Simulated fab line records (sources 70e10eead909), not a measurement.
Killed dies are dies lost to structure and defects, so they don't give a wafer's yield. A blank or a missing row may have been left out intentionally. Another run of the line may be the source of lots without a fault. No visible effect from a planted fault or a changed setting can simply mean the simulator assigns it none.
Which tool was responsible? / flow nand_harc / 13 lots with 39 wafers sampled at 5 steps, on a route of 1159 steps

== WHAT THE GAUGES SHOWED, per wafer ==
NHARC_THIN_TSV_CD_MEAS_33 targets a cd of 5000 nm.
lot=L758; measured=day 19 09:48; on=cd_sem-01; cd_nm (nm)=5001.4 5000.7 5006.7
lot=L762; measured=day 19 16:31; on=cd_sem-03; cd_nm (nm)=4997.0 5004.6 4996.4
lot=L761; measured=day 19 17:59; on=cd_sem-03; cd_nm (nm)=5001.0 4998.7 5003.3
lot=L764; measured=day 20 04:00; on=cd_sem-03; cd_nm (nm)=5000.8 5002.2 5002.7
lot=L766; measured=day 20 06:23; on=cd_sem-01; cd_nm (nm)=5000.0 5000.8 5005.5
lot=L765; measured=day 20 17:01; on=cd_sem-01; cd_nm (nm)=5000.9 5002.0 5000.1
lot=L767; measured=day 21 01:26; on=cd_sem-03; cd_nm (nm)=5002.1 4998.1 5001.1
lot=L768; measured=day 21 00:10; on=cd_sem-03; cd_nm (nm)=5000.7 5001.9 5001.7
lot=L772; measured=day 21 19:07; on=cd_sem-01; cd_nm (nm)=4998.7 5004.2 5000.3
lot=L771; measured=day 21 18:10; on=cd_sem-01; cd_nm (nm)=5000.1 5000.7 5006.7
lot=L770; measured=day 22 00:55; on=cd_sem-01; cd_nm (nm)=5002.2 5002.0 5000.3
lot=L778; measured=day 23 13:48; on=cd_sem-03; cd_nm (nm)=4997.8
lot=L777; measured=day 23 12:55; on=cd_sem-01; cd_nm (nm)=4999.6 5004.4

NHARC_END_SORT_01.
lot=L778; measured=day 23 21:20; on=prober-02; defect_limited_yield (%)=94.7 0 0.1; killed_at_array=31 673 671; killed_at_other=1 0 0; killed_at_periphery=4 4 5; killed_dies=36 677 676; killed_open=4 2 7; killed_short=2 3 4; sort_bin_2_pct (%)=2.1 95.4 96.3; sort_bin_3_pct (%)=0.15 0.44 0.30; sort_bin_4_pct (%)=3.1 4.1 3.2; sort_n_pass=641 0 1; sort_rim_yield_pct (%)=94.3 0 0; sort_yield_pct (%)=94.7 0 0.1
lot=L777; measured=day 23 21:25; on=prober-01; defect_limited_yield (%)=95.7 0 96.3; killed_at_array=24 674 21; killed_at_other=0 1 0; killed_at_periphery=5 2 4; killed_dies=29 677 25; killed_open=1 3 4; killed_short=2 2 0; sort_bin_2_pct (%)=1.9 96.3 1.2; sort_bin_3_pct (%)=0.15 0.74 0; sort_bin_4_pct (%)=2.2 3.0 2.5; sort_n_pass=648 0 652; sort_rim_yield_pct (%)=95.3 0 90.6; sort_yield_pct (%)=95.7 0 96.3

== EACH LOT AND THE TOOL THAT RAN IT (in order: tool; ch and the chambers of the sampled wafers; start) ==
lot=L758; NHARC_A_M1_PVD_21=pvd_sputter-02, day 18 02:19; NHARC_A_BONDPAD_CMP_19=cmp-04 ch 0,2,3, day 18 07:56; NHARC_THIN_TSV_DEP_43=pecvd-02 ch 0,2, day 19 02:55
lot=L762; NHARC_A_M1_PVD_21=pvd_sputter-03, day 18 12:33; NHARC_A_BONDPAD_CMP_19=cmp-03 ch 1,2,3, day 18 18:25; NHARC_THIN_TSV_DEP_43=pecvd-04 ch 1,2, day 19 09:47
lot=L761; NHARC_A_M1_PVD_21=pvd_sputter-01, day 18 18:07; NHARC_A_BONDPAD_CMP_19=cmp-01 ch 0,1,3, day 18 23:58; NHARC_THIN_TSV_DEP_43=pecvd-02 ch 0,1, day 19 11:05
lot=L764; NHARC_A_M1_PVD_21=pvd_sputter-02, day 19 02:44; NHARC_A_BONDPAD_CMP_19=cmp-01 ch 0,2,3, day 19 08:39; NHARC_THIN_TSV_DEP_43=pecvd-02 ch 0,1,2, day 19 20:54
lot=L766; NHARC_A_M1_PVD_21=pvd_sputter-01, day 19 04:02; NHARC_A_BONDPAD_CMP_19=cmp-01 ch 0,1, day 19 09:48; NHARC_THIN_TSV_DEP_43=pecvd-03 ch 0,1,2, day 19 22:10
lot=L765; NHARC_A_M1_PVD_21=pvd_sputter-01, day 19 16:22; NHARC_A_BONDPAD_CMP_19=cmp-04 ch 0,2, day 19 21:56; NHARC_THIN_TSV_DEP_43=pecvd-02 ch 1,2, day 20 10:16
lot=L767; NHARC_A_M1_PVD_21=pvd_sputter-02, day 19 23:14; NHARC_A_BONDPAD_CMP_19=cmp-01 ch 0,1, day 20 05:09; NHARC_THIN_TSV_DEP_43=pecvd-04 ch 1,2, day 20 18:40
lot=L768; NHARC_A_M1_PVD_21=pvd_sputter-01, day 20 00:02; NHARC_A_BONDPAD_CMP_19=cmp-04 ch 0,1,3, day 20 06:10; NHARC_THIN_TSV_DEP_43=pecvd-04 ch 0,2, day 20 17:20
lot=L772; NHARC_A_M1_PVD_21=pvd_sputter-02, day 20 15:25; NHARC_A_BONDPAD_CMP_19=cmp-03 ch 1,2,3, day 20 21:01; NHARC_THIN_TSV_DEP_43=pecvd-03 ch 0,1,2, day 21 12:27
lot=L771; NHARC_A_M1_PVD_21=pvd_sputter-01, day 20 15:51; NHARC_A_BONDPAD_CMP_19=cmp-04 ch 0,1,3, day 20 21:26; NHARC_THIN_TSV_DEP_43=pecvd-03 ch 0,2, day 21 11:12
lot=L770; NHARC_A_M1_PVD_21=pvd_sputter-01, day 20 23:12; NHARC_A_BONDPAD_CMP_19=cmp-01 ch 0,2, day 21 05:37; NHARC_THIN_TSV_DEP_43=pecvd-02 ch 0,2, day 21 17:54
lot=L778; NHARC_A_M1_PVD_21=pvd_sputter-01, day 22 06:56; NHARC_A_BONDPAD_CMP_19=cmp-04 ch 0, day 22 14:08; NHARC_THIN_TSV_DEP_43=pecvd-02 ch 2, day 23 06:33
lot=L777; NHARC_A_M1_PVD_21=pvd_sputter-01, day 22 07:59; NHARC_A_BONDPAD_CMP_19=cmp-03 ch 0,1, day 22 14:45; NHARC_THIN_TSV_DEP_43=pecvd-03 ch 0,1, day 23 05:31
- NHARC_A_M1_PVD_21: deposits Cu, target thk 30 nm, time 20.49 s.
- NHARC_A_BONDPAD_CMP_19: polishes, t overpolish 30 s, cu recess touch 16 s, target thk 169.8 nm.
- NHARC_THIN_TSV_DEP_43: deposits SiO2, target thk 1328.5 nm.

== WHAT THE TOOLS THEMSELVES READ (means of the sampled wafers that have a number; where no wafer has one, the mark that the record gives instead) ==
NHARC_A_M1_PVD_21.
lot=L758; tool=pvd_sputter-02; throttle_valve_pct (%)=29.4
lot=L762; tool=pvd_sputter-03; throttle_valve_pct (%)=29.6
lot=L761; tool=pvd_sputter-01; throttle_valve_pct (%)=30.7
lot=L764; tool=pvd_sputter-02; throttle_valve_pct (%)=29.6
lot=L766; tool=pvd_sputter-01; throttle_valve_pct (%)=29.4
lot=L765; tool=pvd_sputter-01; throttle_valve_pct (%)=29.2
lot=L767; tool=pvd_sputter-02; throttle_valve_pct (%)=29.1
lot=L768; tool=pvd_sputter-01; throttle_valve_pct (%)=30.3
lot=L772; tool=pvd_sputter-02; throttle_valve_pct (%)=28.9
lot=L771; tool=pvd_sputter-01; throttle_valve_pct (%)=29.9
lot=L770; tool=pvd_sputter-01; throttle_valve_pct (%)=30.1
lot=L778; tool=pvd_sputter-01; throttle_valve_pct (%)=30.4
lot=L777; tool=pvd_sputter-01; throttle_valve_pct (%)=29.9

NHARC_A_BONDPAD_CMP_19.
lot=L758; tool=cmp-04; motor_current_A (A)=11.7; overpolish_run_s (s)=30.006; retaining_ring_pressure_frac=0.995
lot=L762; tool=cmp-03; motor_current_A (A)=12.0; overpolish_run_s (s)=29.995; retaining_ring_pressure_frac=0.999
lot=L761; tool=cmp-01; motor_current_A (A)=12.4; overpolish_run_s (s)=30.010; retaining_ring_pressure_frac=0.998
lot=L764; tool=cmp-01; motor_current_A (A)=12.1; overpolish_run_s (s)=30.002; retaining_ring_pressure_frac=0.999
lot=L766; tool=cmp-01; motor_current_A (A)=12.8; overpolish_run_s (s)=29.996; retaining_ring_pressure_frac=1.001
lot=L765; tool=cmp-04; motor_current_A (A)=12.2; overpolish_run_s (s)=29.998; retaining_ring_pressure_frac=1.000
lot=L767; tool=cmp-01; motor_current_A (A)=12.9; overpolish_run_s (s)=30.003; retaining_ring_pressure_frac=1.003
lot=L768; tool=cmp-04; motor_current_A (A)=12.2; overpolish_run_s (s)=30.000; retaining_ring_pressure_frac=0.997
lot=L772; tool=cmp-03; motor_current_A (A)=12.5; overpolish_run_s (s)=29.994; retaining_ring_pressure_frac=1.000
lot=L771; tool=cmp-04; motor_current_A (A)=12.1; overpolish_run_s (s)=29.999; retaining_ring_pressure_frac=0.996
lot=L770; tool=cmp-01; motor_current_A (A)=12.1; overpolish_run_s (s)=30.004; retaining_ring_pressure_frac=0.998
lot=L778; tool=cmp-04; motor_current_A (A)=12.5; overpolish_run_s (s)=30.009; retaining_ring_pressure_frac=0.998
lot=L777; tool=cmp-03; motor_current_A (A)=11.9; overpolish_run_s (s)=30.014; retaining_ring_pressure_frac=0.998

NHARC_THIN_TSV_DEP_43.
lot=L758; tool=pecvd-02; throttle_valve_pct (%)=14.9
lot=L762; tool=pecvd-04; throttle_valve_pct (%)=15.6
lot=L761; tool=pecvd-02; throttle_valve_pct (%)=15.0
lot=L764; tool=pecvd-02; throttle_valve_pct (%)=14.9
lot=L766; tool=pecvd-03; throttle_valve_pct (%)=16.3
lot=L765; tool=pecvd-02; throttle_valve_pct (%)=15.0
lot=L767; tool=pecvd-04; throttle_valve_pct (%)=15.6
lot=L768; tool=pecvd-04; throttle_valve_pct (%)=16.6
lot=L772; tool=pecvd-03; throttle_valve_pct (%)=16.2
lot=L771; tool=pecvd-03; throttle_valve_pct (%)=16.2
lot=L770; tool=pecvd-02; throttle_valve_pct (%)=15.3
lot=L778; tool=pecvd-02; throttle_valve_pct (%)=15.2
lot=L777; tool=pecvd-03; throttle_valve_pct (%)=16.0

== THE ANSWER, worked out from the rows above alone ==
Rule: what is usual is taken from the lots themselves. The widest of any qualifying gaps counts: lots, ordered by their means at a reading, are off when they make up no more than a third of the lots, leave a main group of 4 or more, and stand apart from it by 3 or more times the standard deviation of that group's means. A main group whose means are all the same, to the digits that the tables above print for the reading, isn't used. A lot without any number at a reading at which 4 lots or more have one is off too. All remaining lots with rows at the step are treated as sound. Order of review: gauges by route order, followed by the tools' own readings, for which a lot's mean as printed above is used. At the first step where some lot is off, the reading lying furthest off is the one used; lots without a number count as furthest.
Nothing can be told from this: no lot is off at any reading shown.

== WHAT THE SIMULATOR HAD PUT IN ==
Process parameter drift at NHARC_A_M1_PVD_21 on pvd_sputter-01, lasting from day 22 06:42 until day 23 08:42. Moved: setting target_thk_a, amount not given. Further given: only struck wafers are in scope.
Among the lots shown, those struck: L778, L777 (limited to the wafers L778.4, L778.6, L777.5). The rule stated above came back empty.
